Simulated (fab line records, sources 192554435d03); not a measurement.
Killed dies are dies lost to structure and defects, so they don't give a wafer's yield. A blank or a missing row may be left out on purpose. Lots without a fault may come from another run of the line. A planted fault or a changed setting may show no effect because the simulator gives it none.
Which tool did it? | flow n5_finfet | 9 lots, 25 wafers sampled, at 4 steps of a route of 1938

WHAT THE GAUGES READ, wafer by wafer
N5_BEOL_M0_CUTY_OVL_MEAS_58.
lot  | measured     | on         | M0_ABLK_OVL (nm)
L304 | day 6 15:53  | overlay-02 | -0.3 -1.9
L305 | day 7 01:53  | overlay-01 | -0.2 0.5 -0.5
L307 | day 7 09:25  | overlay-01 | -0.2 0.3 -0.1
L308 | day 7 12:35  | overlay-01 | -0.1 0.6 0.7
L310 | day 8 00:16  | overlay-01 | -0.3 -1.3
L312 | day 8 19:13  | overlay-02 | -0.3 -0.1 -0.6
L318 | day 10 04:06 | overlay-01 | 18.1 17.8 16.7
L323 | day 11 05:26 | overlay-02 | 17.8 18.6 19.1
L324 | day 11 08:59 | overlay-01 | 0.0 -0.4 0.1

WHICH TOOL RAN EACH LOT (tool, then ch and the chambers of the sampled wafers, then the start)
lot  | N5_BEOL_M0_SAQP_ALD_48           | N5_BEOL_M0_SAQP_ETCH_49            | N5_BEOL_M0_CUTY_EXPOSE_54
L304 | ald_sin-04 ch 1,2, day 6 14:50   | rie_diel-04 ch 1,2, day 6 15:22    | arfi_scanner-01 ch 0, day 6 15:44
L305 | ald_sin-01 ch 1,3, day 7 00:58   | rie_diel-04 ch 0,1,2, day 7 01:29  | arfi_scanner-01 ch 0, day 7 01:44
L307 | ald_sin-03 ch 1,2,3, day 7 08:29 | rie_diel-03 ch 0,1,3, day 7 09:00  | arfi_scanner-03 ch 0, day 7 09:15
L308 | ald_sin-01 ch 1,2,3, day 7 11:26 | rie_diel-01 ch 0,1, day 7 12:03    | arfi_scanner-01 ch 0, day 7 12:26
L310 | ald_sin-01 ch 0,1, day 7 23:20   | rie_diel-01 ch 2,3, day 7 23:52    | arfi_scanner-02 ch 0, day 8 00:07
L312 | ald_sin-01 ch 1,2,3, day 8 18:11 | rie_diel-03 ch 1,2,3, day 8 18:49  | arfi_scanner-03 ch 0, day 8 19:04
L318 | ald_sin-01 ch 0,1, day 10 03:10  | rie_diel-01 ch 0,2,3, day 10 03:42 | arfi_scanner-01 ch 0, day 10 03:57
L323 | ald_sin-03 ch 1,3, day 11 04:20  | rie_diel-04 ch 1,2,3, day 11 04:55 | arfi_scanner-01 ch 0, day 11 05:17
L324 | ald_sin-04 ch 1,2, day 11 07:56  | rie_diel-03 ch 0,2,3, day 11 08:28 | arfi_scanner-02 ch 0, day 11 08:50
- N5_BEOL_M0_SAQP_ALD_48: deposits SiO2, target thk 20 nm, pulse time 1 s, co reactant pulse time 1 s.
- N5_BEOL_M0_SAQP_ETCH_49: etches SiO2 in CF4/O2, target depth 37 nm.
- N5_BEOL_M0_CUTY_EXPOSE_54: exposes mask M0 ABLK.

THE ANSWER, worked out from the rows above alone
Rule: what is usual is taken from the lots themselves. Put in order of their means at a reading, lots are off if they are a third of the lots or fewer, leave a main group of 4 or more, and stand apart from it by a gap of 3 or more times the standard deviation of the main group's means; of several such gaps the widest counts. A main group whose means are all the same, to the digits that the tables above print for the reading, isn't used. A lot without any number at a reading at which 4 lots or more have one is off too. The other lots that the step has rows for count as sound.
Off: L318, L323, at N5_BEOL_M0_CUTY_OVL_MEAS_58 (M0_ABLK_OVL). The main group: mean -0.3 nm, standard deviation 0.47.
A tool fits if, at a process step before that reading, it ran every lot that is off, and no sound lot after the first of them. The gauges at N5_BEOL_M0_CUTY_OVL_MEAS_58 are tried like those tools. One fits: arfi_scanner-01 at N5_BEOL_M0_CUTY_EXPOSE_54. Its last sound lot is L308 (day 7 12:26), its first lot that is off L318 (day 10 03:57): a fault that began between those two fits.

WHAT THE SIMULATOR HAD PUT IN
Scanner matching overlay: arfi_scanner-01, from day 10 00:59 on, at N5_BEOL_M0_CUTY_EXPOSE_54. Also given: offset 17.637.
Lots struck among those shown: L318, L323. The rule above found the same.
